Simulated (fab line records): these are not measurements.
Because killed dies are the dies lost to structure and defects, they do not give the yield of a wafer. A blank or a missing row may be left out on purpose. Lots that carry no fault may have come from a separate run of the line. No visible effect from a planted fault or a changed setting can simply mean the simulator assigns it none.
fab line records    flow n5-finfet
[record] lots = 6  wafers = 17  last-day = 16
route steps=1938 shown BEOL_M6@1228 PASSIVATION@1936
lots untouched by any fault: they come from a run of this same line in which no faults occurred
start-h: the number of hours between the record's first day and the start of the first shown wafer of the lot    wait-h: hours elapsed since this lot's preceding step    " repeats the value in the row above    L1.1+2: one row covering several wafers at once    - no value, or no start given    * or withheld: withheld    < > ~ a bound
route shown NAME@n: NAME is a module with steps in the file, n the number in the route of the first one    usual: the fault-free wafers' mean and standard deviation    same: alike in all rows    chamber/n: place in a boat    sites: the reading at each site    _std_site: standard deviation across them    _edge_site: mean of outer sites minus mean of inner sites    radius-mm: how far each site lies from the wafer's centre    mask NAME#n: copy n    behind: tool/chamber where the wafer was last shaped    hold: cause of the lot's hold/its duration in hours/its outcome    device: the transistor (n, p or np) that didn't switch    end of line: at the end of the route, the tests of the same wafers    step lacking rows: just its recipe    killed: not the wafer's yield, but the dies lost to structure and defects at the first sort    map: per-die view of a wafer (x killed, . not killed, _ where there is no die)
set.NAME: setting as actually run; set.NAME@STEP: the setting as run at that earlier step    model.NAME: the simulator's own value behind a step, which no gauge read
certain route steps with their lots: each step a table, each wafer a row
services: from which hour (start-h, from the record's first day; less than 0 if before it) a tool's chamber was out of use, for how many hours, and why
[[steps]]
[step N5_BEOL_M6_OVL_MEAS_29]
[recipe] points-per-wafer = 522
[usual] V5_OVL = 0.2/0.78
lot.wafer  tool        chamber  start-h  wait-h  V5_OVL[nm]
L889.1     overlay-01  0        193.55   0.0     0.9
L889.3     "           0        "        "       0.5
L889.4     "           0        "        "       0.4
L891.1     overlay-01  0        205.17   0.0     0.0
L891.2     "           0        "        "       -0.6
L891.4     "           0        "        "       -0.6
L902.2     overlay-01  0        262.32   0.0     -0.2
L902.3     "           0        "        "       -0.5
L902.5     "           0        "        "       0.0
L904.1     overlay-01  0        276.54   0.0     -0.4
L904.3     "           0        "        "       0.4
L906.1     overlay-02  0        289.99   0.0     -0.8
L906.4     "           0        "        "       -0.9
L906.6     "           0        "        "       -0.3
L908.1     overlay-01  0        310.33   0.0     -0.2
L908.5     "           0        "        "       0.2
L908.6     "           0        "        "       -0.8
[step N5_BEOL_M6_INSPECT_30]
[recipe] mode = adi  inspect-instrument = brightfield
[usual] raw-defect-count = 389/83
lot.wafer  tool               chamber  start-h  wait-h  raw-defect-count
L889.1     defect-inspect-01  -        193.60   0.1     358
L889.3     "                  -        "        "       352
L889.4     "                  -        "        "       266
L891.1     defect-inspect-01  -        205.23   0.1     357
L891.2     "                  -        "        "       438
L891.4     "                  -        "        "       399
L902.2     defect-inspect-01  -        262.37   0.0     382
L902.3     "                  -        "        "       400
L902.5     "                  -        "        "       333
L904.1     defect-inspect-01  -        276.60   0.1     458
L904.3     "                  -        "        "       307
L906.1     defect-inspect-01  -        290.05   0.1     362
L906.4     "                  -        "        "       381
L906.6     "                  -        "        "       336
L908.1     defect-inspect-01  -        310.39   0.1     386
L908.5     "                  -        "        "       331
L908.6     "                  -        "        "       337
[step N5_BEOL_M6_DESCUM_33]
[recipe] chemistry = O2  time-s = 7  source-power-w = 50  bias-power-w = 20  pressure-mtorr = 20  rf-frequency-hz = 2.712e+07  temp-c = 40  resist = CAR-EUV  o2-flow-sccm = 225
[usual] drypump-motor-current-A = 5.7/0.39  o2-flow-sccm = 224.9/0.71  oes-product-au = 0.77/0.09  rf-vpp-V = 243.0/1.4  showerhead-plenum-p-Torr = 2.08/0.071  throttle-valve-pct = 20.57/0.2
lot.wafer  tool         chamber  start-h  wait-h  drypump-motor-current-A  o2-flow-sccm  oes-product-au  rf-hours-counter-h  rf-vpp-V  showerhead-plenum-p-Torr  throttle-valve-pct
L889.1     rie-diel-04  3        193.81   0.2     5.7                      224.5         0.73            202                 242.7     2.08                      20.70
L889.3     "            0        "        "       6.1                      224.2         0.79            112                 243.9     2.03                      20.48
L889.4     "            1        "        "       5.4                      226.0         0.88            61                  244.0     2.11                      20.38
L891.1     rie-diel-02  3        205.32   0.1     5.8                      225.6         0.83            66                  243.6     2.23                      20.57
L891.2     "            0        "        "       5.3                      225.6         0.87            54                  242.5     2.10                      20.49
L891.4     "            1        "        "       5.5                      225.9         0.72            210                 245.0     2.18                      20.83
L902.2     rie-diel-04  3        262.45   0.1     5.6                      225.1         0.70            230                 242.5     2.07                      20.76
L902.3     "            0        "        "       6.1                      225.0         0.76            136                 241.6     2.02                      20.52
L902.5     "            2        "        "       6.4                      225.1         0.71            -                   241.8     1.98                      20.38
L904.1     rie-diel-04  0        276.63   0.0     6.1                      226.1         0.75            141                 240.6     2.02                      20.53
L904.3     "            2        "        "       6.4                      226.0         0.71            221                 241.0     1.98                      20.39
L906.1     rie-diel-02  0        290.16   0.1     5.3                      223.4         0.82            86                  243.7     2.09                      20.53
L906.4     "            2        "        "       5.0                      225.6         0.70            237                 243.4     2.07                      20.57
L906.6     "            2        "        "       5.0                      225.0         0.69            -                   243.5     2.07                      20.58
L908.1     rie-diel-02  0        310.42   0.0     5.3                      225.1         0.81            95                  242.2     2.08                      20.57
L908.5     "            0        "        "       5.3                      224.3         0.82            -                   245.2     2.08                      20.57
L908.6     "            2        "        "       5.0                      225.7         0.68            -                   241.4     2.07                      20.59
[step N5_BEOL_M6_ETCH_72]
[recipe] chemistry = N2/H2  target = underlayer  target-depth-a = 65  mask-material = CAR-EUV  time-s = 5.2  ion-energy-ev = 200  pressure-mtorr = 30  source-w = 840  bias-w = 150  n2-flow-sccm = 200  h2-flow-sccm = 200  ends = cleared
[step N5_BEOL_M6_ETCH_65]
[recipe] chemistry = CF4  target = SiARC  target-depth-a = 156  mask-material = CAR-EUV  time-s = 26  ion-energy-ev = 80  pressure-mtorr = 40  source-w = 545  bias-w = 36  Ar_flow_sccm = 100  cf4-flow-sccm = 100  ends = cleared
[usual] drypump-motor-current-A = 5.7/0.39  etch-rf-on-time-s = 25.9/0.67  oes-product-au = 0.66/0.079  rf-vpp-V = 184.0/1.3  showerhead-plenum-p-Torr = 2.13/0.064  throttle-valve-pct = 15.77/0.22
lot.wafer  tool         chamber  start-h  wait-h  drypump-motor-current-A  etch-rf-on-time-s  oes-product-au  rf-hours-counter-h  rf-vpp-V  showerhead-plenum-p-Torr  throttle-valve-pct
L889.1     rie-diel-04  3        193.87   0.0     5.7                      26.2               0.61            202                 183.3     2.14                      16.00
L889.3     "            0        "        "       6.1                      26.0               0.67            112                 184.6     2.08                      15.64
L889.4     "            1        "        "       5.4                      24.8               0.76            61                  184.9     2.16                      15.57
L891.1     rie-diel-02  3        205.37   0.0     5.8                      25.2               0.73            66                  184.1     2.24                      15.47
L891.2     "            0        "        "       5.3                      26.1               0.73            54                  184.8     2.18                      15.80
L891.4     "            1        "        "       5.6                      25.7               0.60            210                 184.3     2.21                      15.96
L902.2     rie-diel-04  3        262.50   0.0     5.7                      26.9               0.59            230                 184.3     2.13                      16.03
L902.3     "            0        "        "       6.1                      26.5               0.63            136                 183.1     2.07                      15.67
L902.5     "            2        "        "       6.4                      26.5               0.59            -                   181.4     2.03                      15.67
L904.1     rie-diel-04  0        276.68   0.0     6.2                      26.5               0.63            141                 182.7     2.07                      15.71
L904.3     "            2        "        "       6.4                      26.4               0.60            221                 183.4     2.03                      15.69
L906.1     rie-diel-02  0        290.21   0.0     5.3                      26.1               0.70            86                  185.3     2.17                      15.85
L906.4     "            2        "        "       5.0                      26.8               0.59            237                 183.3     2.13                      15.86
L906.6     "            2        "        "       5.0                      26.7               0.58            -                   184.5     2.13                      15.87
L908.1     rie-diel-02  0        310.47   0.0     5.3                      26.0               0.69            95                  184.3     2.17                      15.88
L908.5     "            0        "        "       5.3                      25.9               0.69            -                   183.5     2.17                      15.86
L908.6     "            2        "        "       5.0                      26.2               0.59            -                   184.7     2.13                      15.90
[step N5_BEOL_M6_ETCH_66]
[recipe] chemistry = N2/H2  target = SOC  target-depth-a = 800  overetch-a = 160  mask-material = SiARC  temp-c = 40  time-s = 120  ion-energy-ev = 200  pressure-mtorr = 30  source-w = 840  bias-w = 150  n2-flow-sccm = 200  h2-flow-sccm = 200
[step N5_BEOL_M6_STRIP_69]
[recipe] chemistry = N2/H2  temp-c = 40  n2-flow-sccm = 200  h2-flow-sccm = 200  rf-frequency-hz = 6e+07
[step N5_BEOL_M6_STRIP_73]
[recipe] chemistry = N2/H2  temp-c = 40  n2-flow-sccm = 200  h2-flow-sccm = 200  rf-frequency-hz = 6e+07
[step N5_BEOL_M6_VIA_ETCH_34]
[recipe] chemistry = C4F6/O2  target = SiCOH_lowk  target-depth-a = 1263  mask-material = SOC  taper-deg = 4  time-s = 50.9  ion-energy-ev = 250  pressure-mtorr = 30  source-w = 345  bias-w = 185  Ar_flow_sccm = 300  C4F6_flow_sccm = 10  O2_flow_sccm = 10
[usual] drypump-motor-current-A = 5.7/0.39  oes-product-au = 0.77/0.091  rf-vpp-V = 661/10  run-length-s = 74.1/0.46  showerhead-plenum-p-Torr = 2.84/0.083  throttle-valve-pct = 21.09/0.22
lot.wafer  tool         chamber  start-h  wait-h  drypump-motor-current-A  oes-product-au  rf-hours-counter-h  rf-vpp-V  run-length-s  showerhead-plenum-p-Torr  throttle-valve-pct
L889.1     rie-diel-04  3        193.99   0.0     5.7                      0.72            202                 677       74.7          2.84                      21.25
L889.3     "            0        "        "       6.2                      0.77            112                 667       74.5          2.77                      20.96
L889.4     "            1        "        "       5.4                      0.87            61                  670       74.1          2.87                      20.86
L891.1     rie-diel-02  3        205.50   0.0     5.7                      0.83            66                  657       73.9          2.99                      20.82
L891.2     "            0        "        "       5.3                      0.87            54                  667       74.7          2.91                      21.26
L891.4     "            1        "        "       5.6                      0.70            210                 634       73.3          2.94                      21.17
L902.2     rie-diel-04  3        262.63   0.0     5.6                      0.69            230                 676       74.9          2.83                      21.28
L902.3     "            0        "        "       6.1                      0.75            136                 666       74.5          2.75                      21.00
L902.5     "            2        "        "       6.4                      0.70            -                   663       73.9          2.71                      20.91
L904.1     rie-diel-04  0        276.81   0.0     6.1                      0.74            141                 667       74.3          2.75                      21.02
L904.3     "            2        "        "       6.4                      0.70            222                 662       73.6          2.70                      20.89
L906.1     rie-diel-02  0        290.34   0.0     5.3                      0.81            86                  669       74.7          2.90                      21.30
L906.4     "            2        "        "       5.0                      0.68            237                 657       73.5          2.83                      21.11
L906.6     "            2        "        "       5.0                      0.68            -                   656       73.5          2.83                      21.11
L908.1     rie-diel-02  0        310.60   0.0     5.3                      0.80            95                  667       74.3          2.89                      21.30
L908.5     "            0        "        "       5.3                      0.80            -                   667       74.6          2.90                      21.31
L908.6     "            2        "        "       5.0                      0.68            -                   656       73.9          2.82                      21.12
[step N5_BEOL_M6_STRIP_76]
[recipe] chemistry = C4F6/O2  resist = SiARC  rf-frequency-hz = 6e+07
[step N5_BEOL_M6_STRIP_36]
[recipe] chemistry = N2/H2  power-w = 450  temp-c = 40  pressure-mtorr = 20  rf-frequency-hz = 6e+07  overash-fraction = 0.3  bias-power-w = 7  h2-frac = 0.5  n2-flow-sccm = 200  h2-flow-sccm = 200
[usual] drypump-motor-current-A = 5.7/0.39  oes-product-au = 0.77/0.088  rf-vpp-V = 59.1/1.5  showerhead-plenum-p-Torr = 2.52/0.08  throttle-valve-pct = 23.75/0.19
lot.wafer  tool         chamber  start-h  wait-h  drypump-motor-current-A  oes-product-au  rf-hours-counter-h  rf-vpp-V  showerhead-plenum-p-Torr  throttle-valve-pct
L889.1     rie-diel-04  3        194.05   0.0     5.6                      0.72            202                 60.6      2.51                      23.90
L889.3     "            0        "        "       6.1                      0.78            112                 57.8      2.44                      23.43
L889.4     "            1        "        "       5.4                      0.87            61                  59.8      2.57                      23.74
L891.1     rie-diel-02  3        205.56   0.0     5.8                      0.84            66                  60.7      2.67                      23.70
L891.2     "            0        "        "       5.3                      0.87            54                  60.6      2.58                      23.98
L891.4     "            1        "        "       5.6                      0.71            210                 56.3      2.63                      23.80
L902.2     rie-diel-04  3        262.68   0.0     5.7                      0.70            230                 60.2      2.50                      23.95
L902.3     "            0        "        "       6.1                      0.76            136                 59.5      2.43                      23.42
L902.5     "            2        "        "       6.4                      0.71            -                   59.0      2.42                      23.57
L904.1     rie-diel-04  0        276.86   0.0     6.2                      0.75            141                 58.8      2.42                      23.46
L904.3     "            2        "        "       6.4                      0.71            222                 62.4      2.42                      23.61
L906.1     rie-diel-02  0        290.39   0.0     5.3                      0.83            86                  57.5      2.57                      24.02
L906.4     "            2        "        "       5.0                      0.68            237                 58.3      2.49                      23.71
L906.6     "            2        "        "       5.0                      0.69            -                   58.9      2.49                      23.69
L908.1     rie-diel-02  0        310.65   0.0     5.3                      0.82            95                  63.2      2.56                      24.04
L908.5     "            0        "        "       5.3                      0.82            -                   58.6      2.56                      24.02
L908.6     "            2        "        "       5.0                      0.69            -                   61.0      2.49                      23.69
[step N5_BEOL_M6_TRENCH_ETCH_37]
[recipe] chemistry = C4F6/O2  target-depth-a = 944.35  target = SiCOH_lowk  time-s = 31.5  ion-energy-ev = 250  pressure-mtorr = 30  source-w = 345  bias-w = 185  Ar_flow_sccm = 300  C4F6_flow_sccm = 10  O2_flow_sccm = 10
[usual] drypump-motor-current-A = 5.7/0.39  oes-product-au = 0.77/0.091  rf-vpp-V = 661/10  run-length-s = 54.7/0.43  showerhead-plenum-p-Torr = 2.84/0.083  throttle-valve-pct = 21.13/0.22
lot.wafer  tool         chamber  start-h  wait-h  drypump-motor-current-A  oes-product-au  rf-hours-counter-h  rf-vpp-V  run-length-s  showerhead-plenum-p-Torr  throttle-valve-pct
L889.1     rie-diel-04  3        -        -       5.6                      0.72            202                 676       55.7          2.84                      21.28
L889.3     "            0        "        "       6.2                      0.78            112                 667       54.8          2.77                      21.00
L889.4     "            1        "        "       5.4                      0.89            61                  670       54.7          2.87                      20.88
L891.1     rie-diel-02  3        -        -       5.7                      0.84            66                  656       55.0          2.99                      20.86
L891.2     "            0        "        "       5.3                      0.86            54                  669       54.9          2.91                      21.30
L891.4     "            1        "        "       5.6                      0.71            210                 635       53.9          2.94                      21.21
L902.2     rie-diel-04  3        -        -       5.7                      0.69            230                 676       55.3          2.83                      21.34
L902.3     "            0        "        "       6.1                      0.76            136                 666       54.6          2.75                      21.03
L902.5     "            2        "        "       6.4                      0.70            -                   664       54.8          2.71                      20.91
L904.1     rie-diel-04  0        -        -       6.1                      0.74            141                 665       54.7          2.75                      21.03
L904.3     "            2        "        "       6.4                      0.69            222                 663       54.3          2.70                      20.94
L906.1     rie-diel-02  0        -        -       5.3                      0.81            86                  670       55.5          2.90                      21.33
L906.4     "            2        "        "       5.0                      0.68            237                 655       54.2          2.83                      21.14
L906.6     "            2        "        "       5.0                      0.68            -                   657       54.3          2.83                      21.15
L908.1     rie-diel-02  0        -        -       5.3                      0.81            95                  667       55.2          2.89                      21.36
L908.5     "            0        "        "       5.3                      0.81            -                   667       54.8          2.89                      21.36
L908.6     "            2        "        "       5.0                      0.69            -                   654       54.3          2.82                      21.15
[step N5_BEOL_M6_ETCH_41]
[recipe] chemistry = CH3F/O2  target = SiCN  target-depth-a = 297  taper-deg = 2  time-s = 52  ion-energy-ev = 120  mask-material = TiN  pressure-mtorr = 30  source-w = 395  bias-w = 75  Ar_flow_sccm = 150  CH3F_flow_sccm = 30  O2_flow_sccm = 20
[usual] drypump-motor-current-A = 5.7/0.39  oes-product-au = 0.77/0.09  rf-vpp-V = 297.0/1.6  run-length-s = 75.2/0.42  showerhead-plenum-p-Torr = 1.99/0.062  throttle-valve-pct = 16.50/0.22
lot.wafer  tool         chamber  start-h  wait-h  drypump-motor-current-A  oes-product-au  rf-hours-counter-h  rf-vpp-V  run-length-s  showerhead-plenum-p-Torr  throttle-valve-pct  model.etch.depth-nm
L889.1     rie-diel-04  3        194.12   -       5.6                      0.71            202                 298.5     75.8          1.99                      16.66               19.55
L889.3     "            0        "        "       6.2                      0.78            112                 295.6     75.3          1.94                      16.37               19.81
L889.4     "            1        "        "       5.4                      0.89            61                  296.9     74.6          2.02                      16.26               20.48
L891.1     rie-diel-02  3        205.63   -       5.8                      0.84            66                  299.0     75.1          2.11                      16.21               19.96
L891.2     "            0        "        "       5.3                      0.85            54                  298.7     76.0          2.04                      16.53               19.77
L891.4     "            1        "        "       5.6                      0.70            210                 297.8     74.4          2.07                      16.65               19.36
L902.2     rie-diel-04  3        262.75   -       5.7                      0.69            230                 296.7     98.1          1.98                      16.71               27.51
L902.3     "            0        "        "       6.1                      0.76            136                 295.8     97.3          1.93                      16.41               28.12
L902.5     "            2        "        "       6.4                      0.71            -                   293.7     74.8          1.90                      16.38               19.58
L904.1     rie-diel-04  0        276.94   -       6.1                      0.75            141                 295.0     75.1          1.93                      16.43               19.6
L904.3     "            2        "        "       6.4                      0.71            222                 295.5     96.7          1.89                      16.38               28.03
L906.1     rie-diel-02  0        290.46   -       5.3                      0.82            86                  297.7     75.4          2.03                      16.60               19.65
L906.4     "            2        "        "       5.0                      0.68            237                 298.1     74.6          1.98                      16.53               19.06
L906.6     "            2        "        "       5.0                      0.68            -                   295.5     75.3          1.98                      16.54               19.13
L908.1     rie-diel-02  0        310.72   -       5.3                      0.81            95                  298.4     75.3          2.03                      16.63               19.86
L908.5     "            0        "        "       5.3                      0.81            -                   297.4     75.5          2.03                      16.61               19.85
L908.6     "            2        "        "       5.0                      0.68            -                   296.6     75.5          1.98                      16.55               19.21
[step N5_BEOL_M6_STRIP_80]
[recipe] chemistry = N2/H2  time-s = 10  power-w = 450  temp-c = 40  pressure-mtorr = 20  rf-frequency-hz = 6e+07  bias-power-w = 7  n2-flow-sccm = 200  h2-flow-sccm = 200
[step N5_PASSIVATION_PROBE_49]
[usual] defect-limited-yield = 91.5/1.5  killed_at_M0_to_M3 = 32/9.4  killed_at_M4_up = 12/5.1  killed-at-contacts = 11/7.4  killed-at-front-end = 41/11  killed-at-other = 3.4/2.5  killed-dies = 100/17  killed-open = 65/14  killed-short = 33/7  sort_bin_4_leakage = 0.00/0.01  sort_bin_5_function = 4.9/0.96  sort_bin_6_memory = 3.1/0.7  sort-n-pass = 1080/17  sort-yield-pct = 91.5/1.5
[same] gross-dies = 1180  killed-at-back-side = 0  sort_bin_8_speed[%] = 0
lot.wafer  tool       chamber  start-h  wait-h  defect-limited-yield[%]  killed_at_M0_to_M3  killed_at_M4_up  killed-at-contacts  killed-at-front-end  killed-at-other  killed-dies  killed-open  killed-short  sort_bin_4_leakage[%]  sort_bin_5_function[%]  sort_bin_6_memory[%]  sort-n-pass  sort-yield-pct[%]
L889.1     prober-01  -        278.56   0.0     88.8                     25                  17               26                  63                   1                132          87           39            0                      6.5                     3.9                   1048         88.8
L889.3     prober-01  -        278.66   0.1     92.2                     21                  14               18                  36                   3                92           60           31            0                      4.7                     3.0                   1088         92.2
L889.4     prober-01  -        278.71   0.2     90.3                     27                  26               7                   51                   4                115          68           44            0                      6.3                     3.1                   1065         90.3
L891.1     prober-01  -        285.61   0.0     88.9                     34                  19               36                  38                   4                131          93           37            0                      6.3                     4.3                   1049         88.9
L891.2     prober-01  -        285.66   0.1     89.2                     44                  9                24                  48                   3                128          90           37            0                      6.6                     4.0                   1052         89.2
L891.4     prober-01  -        285.76   0.2     89.0                     47                  15               35                  31                   2                130          84           45            0                      6.9                     3.5                   1050         89.0
// killed by level:class
L889.1 MOL_CONTACT_COAG:geometric-particle:open=22 FIN_SAQP:geometric-particle:open=14 STI_FIN_REVEAL:geometric-particle:open=9 BEOL_M4:geometric-particle:open=9 BEOL_M0_SAQP:geometric-particle:short=7 BEOL_M0_SAQP:geometric-particle:open=6 GATE_CUT:geometric-particle:short=6 FIN_SAQP:geometric-particle:short=5
L889.3 MOL_CONTACT_COAG:geometric-particle:open=15 BEOL_M4:geometric-particle:open=8 FIN_SAQP:geometric-particle:open=7 GATE_CUT:geometric-particle:short=7 BEOL_M2:geometric-particle:open=6 FIN_SAQP:geometric-particle:short=5 STI_FIN_REVEAL:geometric-particle:open=5 BEOL_M0_SAQP:geometric-particle:short=4
L889.4 BEOL_M4:geometric-particle:open=11 BEOL_M0_SAQP:geometric-particle:short=9 FIN_SAQP:geometric-particle:open=8 STARTING-WAFER:geometric-particle:open=8 FIN_SAQP:geometric-particle:short=7 STI_FIN_REVEAL:geometric-particle:open=7 BEOL_M3:geometric-particle:open=7 BEOL_M4:geometric-particle:short=6
L891.1 MOL_CONTACT_COAG:geometric-particle:open=27 BEOL_M0_SAQP:geometric-particle:open=13 STI_FIN_REVEAL:geometric-particle:open=9 MOL_CONTACT_COAG:geometric-particle:short=9 BEOL_M0_SAQP:geometric-particle:short=8 DUMMY_GATE:geometric-particle:open=8 BEOL_M4:geometric-particle:open=6 BEOL_M2:geometric-particle:open=5
L891.2 MOL_CONTACT_COAG:geometric-particle:open=19 STI_FIN_REVEAL:geometric-particle:open=13 BEOL_M2:geometric-particle:open=13 GATE_CUT:geometric-particle:short=10 BEOL_M3:geometric-particle:open=9 BEOL_M0_SAQP:geometric-particle:open=7 FIN_SAQP:geometric-particle:open=6 MOL_CONTACT_COAG:geometric-particle:short=5
L891.4 MOL_CONTACT_COAG:geometric-particle:open=26 BEOL_M0_SAQP:geometric-particle:short=13 BEOL_M0_SAQP:geometric-particle:open=10 FIN_SAQP:geometric-particle:open=9 MOL_CONTACT_COAG:geometric-particle:short=9 BEOL_M4:geometric-particle:open=9 BEOL_M1:geometric-particle:open=8 STI_FIN_REVEAL:geometric-particle:open=7
[[services]]
tool         chamber  start-h  hours  kind
rie-diel-02  -        192.75   0.2    repair
rie-diel-04  0        208.52   8.1    repair
rie-diel-02  2        266.21   11.0   repair
rie-diel-04  -        279.19   1.3    repair
rie-diel-04  2        280.55   4.1    repair
rie-diel-02  1        308.79   -      clean
rie-diel-02  1        308.79   -      consumable-replace:focus-ring
rie-diel-02  1        308.79   16.9   scheduled-down
rie-diel-02  1        308.79   16.9   vent-cycle
[[key]]
[first-sign] step = N5_BEOL_M6_ETCH_41  reading = run-length-s  direction = up  sigmas = 53  usual = *  struck = *
effect none on later readings
[model-effect] step = N5_BEOL_M6_ETCH_41  value = etch.depth-nm  without = 19.58  struck = 27.89
met-at N5_BEOL_M6_ETCH_41
struck-wafers L902.2,L902.3,L904.3
onset-between 194.12 262.75
[fault] kind = process-parameter-drift  tool = rie-diel-04  chamber = -  onset-h = 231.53  steps = N5_BEOL_M6_ETCH_41  channel = time-s  offset = *  shape = step  end-h = 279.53  scope = struck-wafers-only  acts-in = *  stated = *
